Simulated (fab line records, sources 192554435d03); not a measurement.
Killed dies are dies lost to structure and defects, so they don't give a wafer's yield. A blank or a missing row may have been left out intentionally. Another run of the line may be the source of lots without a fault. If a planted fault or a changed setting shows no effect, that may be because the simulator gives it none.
fab line records	flow n5-finfet
record lots=4	wafers=12	last-day=15
route steps=1938 shown MOL_CONTACT_COAG@608 BEOL_M0_SAQP@632 PASSIVATION@1936
lots untouched by any fault: they come from a run of this same line in which no faults occurred
start-h: hours from the record's first day to the start of the lot's first wafer shown	wait-h: how many hours have passed since the lot's step before this one	" as in the row above	L1.1+2: several wafers, shown together as one row	- no value present, or no start provided	* or withheld: withheld	< > ~ a bound
route shown NAME@n: a module of which the file shows steps, and the number in the route of the first	usual: mean/standard deviation taken from wafers without a fault	same: alike in all rows	chamber/n: place in a boat	sites: readings site by site	_std_site: standard deviation of those values	_edge_site: inner sites' mean taken away from outer sites' mean	radius-mm: for every site, how far away it sits from the centre of the wafer	mask NAME#n: copy n	behind: tool/chamber where the wafer was last shaped	hold: cause of the lot's hold/its duration in hours/its outcome	device: the transistor (n, p or np) that didn't switch	end of line: at the end of the route, the tests of the same wafers	for a step that has no rows: nothing shown but its recipe	killed: dies lost to structure and defects at the first sort, not the wafer's yield	map: a wafer's dies, marking killed ones x, the rest . and places with no die _
set.NAME: setting as actually run; set.NAME@STEP: the setting as run at that earlier step	model.NAME: the simulator's own value behind a step, which no gauge read
lots seen at some steps along the route; tables by step, rows by wafer
services: the hour from which a tool's chamber was out of use, counted from the record's first day as start-h (under 0 if before that day), plus the number of hours and why
## steps
# step N5_MOL_CONTACT_COAG_ALD_133
# recipe material=SiO2	target-thk-a=50	temp-c=100	ald-precursor-family=BDEAS	ald-co-reactant=O2-plasma	pulse-time-s=1	co-reactant-pulse-time-s=1	purge-time-s=2	co-reactant-purge-time-s=2	ald-cycles=35	pressure-torr=2
# step N5_MOL_CONTACT_COAG_ETCHBACK_134
# recipe chemistry=CHF3	target=SiO2	target-depth-a=100	time-s=6.7	ion-energy-ev=200	pressure-mtorr=30	source-w=610	bias-w=170	Ar_flow_sccm=200	CHF3_flow_sccm=50
# step N5_MOL_CONTACT_COAG_ETCH_67
# recipe chemistry=N2/H2	target=SOC	target-depth-a=600	overetch-a=210	mask-material=SiARC	temp-c=40	time-s=101.2	ion-energy-ev=200	pressure-mtorr=30	source-w=840	bias-w=150	n2-flow-sccm=200	h2-flow-sccm=200
# step N5_MOL_CONTACT_COAG_STRIP_68
# recipe chemistry=N2/H2	temp-c=40	n2-flow-sccm=200	h2-flow-sccm=200	rf-frequency-hz=6e+07
# step N5_MOL_CONTACT_COAG_STRIP_69
# recipe chemistry=N2/H2	temp-c=40	n2-flow-sccm=200	h2-flow-sccm=200	rf-frequency-hz=6e+07
# step N5_MOL_CONTACT_COAG_ETCHBACK_136
# recipe chemistry=CHF3	target=SiO2	target-depth-a=250	time-s=16.7	ion-energy-ev=200	pressure-mtorr=30	source-w=610	bias-w=170	Ar_flow_sccm=200	CHF3_flow_sccm=50
# step N5_MOL_CONTACT_COAG_STRIP_120
# recipe chemistry=CHF3	resist=SiARC	rf-frequency-hz=6e+07
# step N5_MOL_CONTACT_COAG_VIA_ETCH_117
# recipe chemistry=C4F6/O2	target-depth-a=400	overetch-a=80	mask-material=SOC	target=SiO2	bias-w=455	pressure-mtorr=10	time-s=26	source-w=325	Ar_flow_sccm=300	C4F6_flow_sccm=10	O2_flow_sccm=10	ion-energy-ev=575.3	ends=end-point
# step N5_MOL_CONTACT_COAG_ETCH_124
# recipe chemistry=CH3F/O2	target=SiNx	target-depth-a=65	mask-material=SOC	stop-on=SiOC	over-etch-frac=0.3	ion-energy-ev=120	pressure-mtorr=30	source-w=395	bias-w=73	Ar_flow_sccm=150	CH3F_flow_sccm=30	O2_flow_sccm=20	ends=end-point
# step N5_MOL_CONTACT_COAG_ETCH_48
# recipe chemistry=C4F6/O2	target-depth-a=150	overetch-a=45	mask-material=SOC	target=SiOC	bias-w=465	pressure-mtorr=10	time-s=17	source-w=335	Ar_flow_sccm=300	C4F6_flow_sccm=10	O2_flow_sccm=10	ion-energy-ev=576
# step N5_MOL_CONTACT_COAG_STRIP_72
# recipe chemistry=N2/H2	power-w=450	temp-c=40	pressure-mtorr=20	rf-frequency-hz=6e+07	overash-fraction=3	bias-power-w=7	h2-frac=0.5	n2-flow-sccm=200	h2-flow-sccm=200
# step N5_MOL_CONTACT_COAG_STRIP_49
# recipe chemistry=N2/H2	time-s=30	power-w=1000	temp-c=250	pressure-mtorr=withheld	n2-flow-sccm=1750	h2-flow-sccm=3250
# step N5_MOL_CONTACT_COAG_PRECLEAN_138
# recipe chemistry=alkaline-clean	temp-c=60	time-s=60	do-ppb=50
# usual bath-guard-temp-C=59.9/0.4	do-ppb=50.0/0.49
lot.wafer	tool	chamber	start-h	wait-h	bath-guard-temp-C	do-ppb
L381.2	wet-bench-04	6	130.76	0.1	61.1	49.6
L381.3	"	1	"	"	60.0	50.4
L381.6	"	7	"	"	59.9	50.5
L387.2	wet-bench-04	3	164.52	0.1	59.8	50.3
L387.4	"	7	"	"	60.3	49.2
L387.5	"	0	"	"	59.8	49.9
L389.2	wet-bench-05	5	182.32	0.1	60.1	49.8
L389.3	"	3	"	"	60.3	50.6
L389.5	"	7	"	"	60.2	50.0
L390.2	wet-bench-04	3	185.70	0.1	60.0	50.3
L390.4	"	7	"	"	60.0	50.3
L390.5	"	2	"	"	59.7	50.1
# step N5_MOL_CONTACT_COAG_SRD_139
# recipe dry=ipa-marangoni	time-s=30	temp-c=23	rinse-liquid=diw
# step N5_MOL_CONTACT_COAG_PRE_CLEAN_121
# recipe gas=H2/He	time-s=*	temp-c=withheld
# step N5_MOL_CONTACT_COAG_CVD_140
# recipe material=W	target-thk-a=665	mode=selective-fill	temp-c=300	time-s=215
# step N5_MOL_CONTACT_COAG_PRECLEAN_127
# recipe chemistry=DIW	time-s=57.5	temp-c=23
# step N5_MOL_CONTACT_COAG_SRD_128
# recipe dry-time-s=32	dry=n2-spin	spin-rpm=1500
# step N5_MOL_CONTACT_COAG_CMP_52
# recipe stop-on=SiO2	t-overpolish-s=1.5	post-cmp-clean=w-dilute-nh4oh	down-force-psi=4	platen-rpm=50.289	pad-velocity-m-s=1.0006	target-thk-nm=66.5
# step N5_MOL_CONTACT_COAG_ANNEAL_112
# recipe temp-c=400	time-s=1800	ambient=HPD2	pressure-atm=10
# step N5_BEOL_M0_SAQP_PECVD_00
# recipe material=SiCN	target-thk-a=80	temp-c=withheld	precursor=3MS/NH3	pressure-torr=3	rf-w=202	time-s=14
# step N5_BEOL_M0_SAQP_ILD_DEP_01
# recipe material=SiOC	target-thk-a=454.19	temp-c=350	precursor=DEMS/O2	pressure-torr=5	rf-w=500	time-s=8.7
# step N5_BEOL_M0_SAQP_HM_DEP_02
# recipe material=TiN	target-thk-a=120	temp-c=25	chamber-pressure-pa=0.49996
# step N5_BEOL_M0_SAQP_PECVD_03
# recipe material=SiCN	target-thk-a=120	temp-c=withheld	precursor=3MS/NH3	pressure-torr=3	rf-w=202	time-s=21.1
# step N5_BEOL_M0_SAQP_PECVD_96
# recipe material=a-Si	target-thk-a=450	temp-c=350	precursor=SiH4/He	pressure-torr=3	rf-w=100	time-s=45.2
# step N5_BEOL_M0_SAQP_PECVD_97
# recipe material=SiNx	target-thk-a=230	temp-c=350	precursor=SiH4/NH3/N2	pressure-torr=1.5	rf-w=300	time-s=19.9
# step N5_BEOL_M0_SAQP_PECVD_04
# recipe material=a-Si	target-thk-a=600	temp-c=350	precursor=SiH4/He	pressure-torr=3	rf-w=100	time-s=60.2
# step N5_BEOL_M0_SAQP_HM_DEP_111
# recipe material=SiO2	target-thk-a=120	temp-c=400	precursor=SiH4/N2O	pressure-torr=0.75	rf-w=275	time-s=7.2
# step N5_BEOL_M0_SAQP_COAT_81
# recipe resist=SOC	temp-c=250	time-s=60	spin-rpm=1500	resist-thk-nm=100
# step N5_BEOL_M0_SAQP_COAT_82
# recipe resist=SiARC	temp-c=220	time-s=60	spin-rpm=1500	resist-thk-nm=30
# step N5_BEOL_M0_SAQP_COAT_08
# recipe resist=CAR-ArF	spin-rpm=1500	resist-thk-nm=90
# step N5_BEOL_M0_SAQP_EBR_10
# recipe solvent=PGMEA	ebr-width-mm=1.5
# step N5_BEOL_M0_SAQP_SOFTBAKE_09
# recipe temp-c=110	time-s=60	resist=CAR-ArF
# step N5_BEOL_M0_SAQP_EXPOSE_11
# recipe mask-id=M0_CORE	na=1.35	source-shape=dipole	sigma-inner=0.538	sigma-outer=0.738	polarization=te	target-cd-nm=42	dose-mj=55
# step N5_BEOL_M0_SAQP_PEB_12
# recipe peb-temp-c=withheld	peb-time-s=60	resist=CAR-ArF
# step N5_BEOL_M0_SAQP_DEVELOP_13
# recipe develop-time-s=30	developer=TMAH	resist=CAR-ArF	dev-temp-c=23	rinse-liquid=diw	dry=air-spin
# step N5_PASSIVATION_PROBE_49
# usual killed_at_M0_to_M3=35/11	killed_at_M4_up=13/5.7	killed-at-contacts=12/5.7	killed-at-front-end=40/11	killed-at-other=4/4.4	killed-dies=105/18	killed-on-rim=14/3.9	killed-open=68/14	killed-short=34/7.4
# same gross-dies=1180	killed-at-back-side=0
lot.wafer	tool	chamber	start-h	wait-h	killed_at_M0_to_M3	killed_at_M4_up	killed-at-contacts	killed-at-front-end	killed-at-other	killed-dies	killed-on-rim	killed-open	killed-short
L387.2	prober-02	-	332.80	0.1	18	12	129	41	4	204	30	45	21
L387.4	prober-02	-	332.90	0.2	22	14	169	40	7	252	27	55	37
L387.5	prober-02	-	332.95	0.2	17	12	95	29	8	161	36	46	21
L389.2	prober-02	-	345.91	0.4	25	10	11	56	1	103	11	67	33
L389.3	prober-02	-	345.96	0.4	32	19	4	39	5	99	15	75	24
L389.5	prober-02	-	346.06	0.5	40	21	14	23	4	102	17	63	34
L390.2	prober-02	-	356.22	0.1	62	23	132	20	2	239	34	76	41
L390.4	prober-02	-	356.32	0.2	39	12	153	30	2	236	23	65	27
L390.5	prober-02	-	356.37	0.2	29	10	161	20	3	223	11	44	27
# killed by level:class
L387.2 MOL_CONTACT_COAG:unspecified=124 HKMG_FIN:area-etch=11 BEOL_M2:geometric-particle:open=9 FIN_SAQP:geometric-particle:open=8 BEOL_M4:geometric-particle:open=7 STI_FIN_REVEAL:geometric-particle:open=5 GATE_CUT:geometric-particle:short=4 FIN_SAQP:geometric-particle:short=3
L387.4 MOL_CONTACT_COAG:unspecified=154 DUMMY_GATE:geometric-particle:open=11 MOL_CONTACT_COAG:geometric-particle:open=10 FIN_SAQP:geometric-particle:open=8 BEOL_M0_SAQP:geometric-particle:short=8 BEOL_M0_SAQP:geometric-particle:open=7 BEOL_M4:geometric-particle:open=6 ILD0:geometric-particle:short=5
L387.5 MOL_CONTACT_COAG:unspecified=87 STI_FIN_REVEAL:geometric-particle:open=9 MOL_CONTACT_COAG:geometric-particle:open=7 MIM_TOP_ETCH:area-etch=6 FIN_SAQP:geometric-particle:open=5 BEOL_M0_SAQP:geometric-particle:open=5 BEOL_M4:geometric-particle:open=5 BEOL_M0_SAQP:geometric-particle:short=4
L389.2 STI_FIN_REVEAL:geometric-particle:open=25 MOL_CONTACT_COAG:geometric-particle:open=8 BEOL_M0_SAQP:geometric-particle:open=8 BEOL_M0_SAQP:geometric-particle:short=7 GATE_CUT:geometric-particle:short=5 FIN_SAQP:geometric-particle:short=4 FIN_SAQP:geometric-particle:open=4 BEOL_M2:geometric-particle:open=4
L389.3 STI_FIN_REVEAL:geometric-particle:open=16 BEOL_M4:geometric-particle:open=11 BEOL_M0_SAQP:geometric-particle:open=10 BEOL_M3:geometric-particle:open=9 FIN_SAQP:geometric-particle:open=6 GATE_CUT:geometric-particle:short=4 BEOL_M2:geometric-particle:open=4 MOL_CONTACT_COAG:geometric-particle:open=3
L389.5 BEOL_M0_SAQP:geometric-particle:short=15 MOL_CONTACT_COAG:geometric-particle:open=12 BEOL_M0_SAQP:geometric-particle:open=10 BEOL_M3:geometric-particle:open=7 BEOL_M5:geometric-particle:open=6 FIN_SAQP:geometric-particle:open=5 DUMMY_GATE:geometric-particle:open=5 BEOL_M4:geometric-particle:open=5
L390.2 MOL_CONTACT_COAG:unspecified=121 BEOL_M0_SAQP:geometric-particle:short=13 BEOL_M0_SAQP:geometric-particle:open=10 BEOL_M1:geometric-particle:open=9 BEOL_M3:geometric-particle:open=9 MOL_CONTACT_COAG:geometric-particle:open=8 BEOL_M3:geometric-particle:short=7 BEOL_M4:geometric-particle:open=7
L390.4 MOL_CONTACT_COAG:unspecified=142 FIN_SAQP:geometric-particle:open=11 BEOL_M0_SAQP:geometric-particle:short=10 BEOL_M0_SAQP:geometric-particle:open=9 MOL_CONTACT_COAG:geometric-particle:open=8 BEOL_M1:geometric-particle:open=6 BEOL_M3:geometric-particle:open=6 STI_FIN_REVEAL:geometric-particle:open=5
L390.5 MOL_CONTACT_COAG:unspecified=152 BEOL_M0_SAQP:geometric-particle:short=10 FIN_SAQP:geometric-particle:open=5 MOL_CONTACT_COAG:geometric-particle:short=5 BEOL_M0_SAQP:geometric-particle:open=5 BEOL_M2:geometric-particle:open=5 GATE_CUT:geometric-particle:open=4 GATE_CUT:geometric-particle:short=4
# map L387.4 (x killed, . not)
_________________............________________
______________..x..............._____________
___________............x.....x....x__________
__________..................x......._________
________....x.x......................._______
_______..xx..............x....x.x....x.______
______.x..........................x...x._____
_____.............x.......x...x..........____
____................x..........x...x.....x___
___.....x........................x...x.....__
___...x...........x........................__
__....x..x..x.....xx............x.......x..._
__..xx..x............x......x..............._
_..x....x......x.............................
_............................x....x..........
_x............xx..............x...xx.....x...
_..x.....x....x...............x..............
_x............x...................xx..x......
_.............x....x..x.x....................
_........x...x.x...........x..x..............
_..................x...x........x.........x..
__.x..x....................................._
__..............xx.x..xxx..x....x..........._
___x........x...xx.xxxxxxxxx.......x.......__
___x........x.xxxxxxxxxxxxx.....x..........__
____.xx.x....xxxxxxxxxxxxxxx..............___
_____.......x.xxxxxxxxxxxxxx......x...x..____
______x......xxxxxxxxxxxxxxxxx......x..._____
_______....xxxxxxxxxxxxxxxxxx..........______
________..x....xxxxxxxxxxxxx.x........_______
__________....xxxxxxxxxxxxxxxx......_________
___________..xxxxxxxxxxxxx...x.....__________
______________.xxxxxxxxxxxx....._____________
_________________xxxxxxxx..x.________________
# map L390.2 (x killed, . not)
_________________x.x........x________________
______________xxxx.xx..x........_____________
___________xxxxxxx.x.x....x........__________
__________xxxxxxxxx..x.....x........_________
________xxxxxxxxxxxxx.x..xxx......xx.._______
_______.xxxxxxxxxxxxxxxx....x.....x....______
______xxxxxxxxxxxxxxxx............x....._____
_____xx.xxxxxxxxxxxxxx.....xx............____
____......xxxxxxxxxx.xx.x....x.x..........___
___.....xxxxxxxxxxxxx...............x...x..__
___..xx..xxxxxxx.xxx.x...................x.__
__.........x..x.x........xx................._
__..x..................x....x.x...........x._
_.x........x....x............................
_x................x.x..................xxx..x
_x.....x.........x.x....x............x.......
_...............x...........x...x............
_xx................x..........xx.........x...
_..xx......x.....x.....x......x....x.....x...
_............x...x..x..........x..x..........
_.x.x........x.....xx........................
__.....x.....x......x..........x........x..._
__.............x.x..........x.....x........._
___x......x........x.......................__
___.........................x......x....x..__
____......x.......x...........x..x..x.x..x___
_____.x..............x.xx.x..............____
______..........x.....x.........x......._____
_______....................x..........x______
________x....x........................_______
__________....x.........x..........._________
___________x...x.............x.....__________
______________.................._____________
_________________............________________
## services
tool	chamber	start-h	hours	kind
wet-bench-04	-	138.86	4.6	repair
## key
first-sign step=N5_PASSIVATION_PROBE_49	reading=killed-at-contacts	direction=up	sigmas=22	usual=12	struck=140
effect step=N5_PASSIVATION_PROBE_49	reading=killed-dies	direction=up	sigmas=6.5	usual=105	struck=219
more-kills-born-at N5_MOL_CONTACT_COAG_PRECLEAN_138@wet-bench-04=780
met-at N5_MOL_CONTACT_COAG_PRECLEAN_138
struck-wafers L387.2,L387.4,L387.5,L390.2,L390.4,L390.5
tester-left-out L387,L390
baseline-loss step=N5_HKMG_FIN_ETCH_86	wafers=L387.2
onset-between 130.76 164.52
earlier-fault kind=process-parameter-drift	tool=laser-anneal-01	chamber=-	onset-h=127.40	steps=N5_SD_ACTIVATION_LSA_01	channel=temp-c	offset=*	shape=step	stated=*
fault kind=chamber-particle-source	tool=wet-bench-04	chamber=-	onset-h=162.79	steps=N5_MOL_CONTACT_COAG_PRECLEAN_138	rate-per-visit-cm2=1.5686
# tester-left-out: of these lots the tester's yield and bins aren't shown, on N5 and GAA mostly nor the transistor test; their killed dies are dies lost to structure and defects alone, not to doping, threshold or leakage, so they don't give the yield
# baseline-loss: these wafers lose ten dies or more at that step, a loss of the line's own and not of a fault; the sort's usual values leave them out
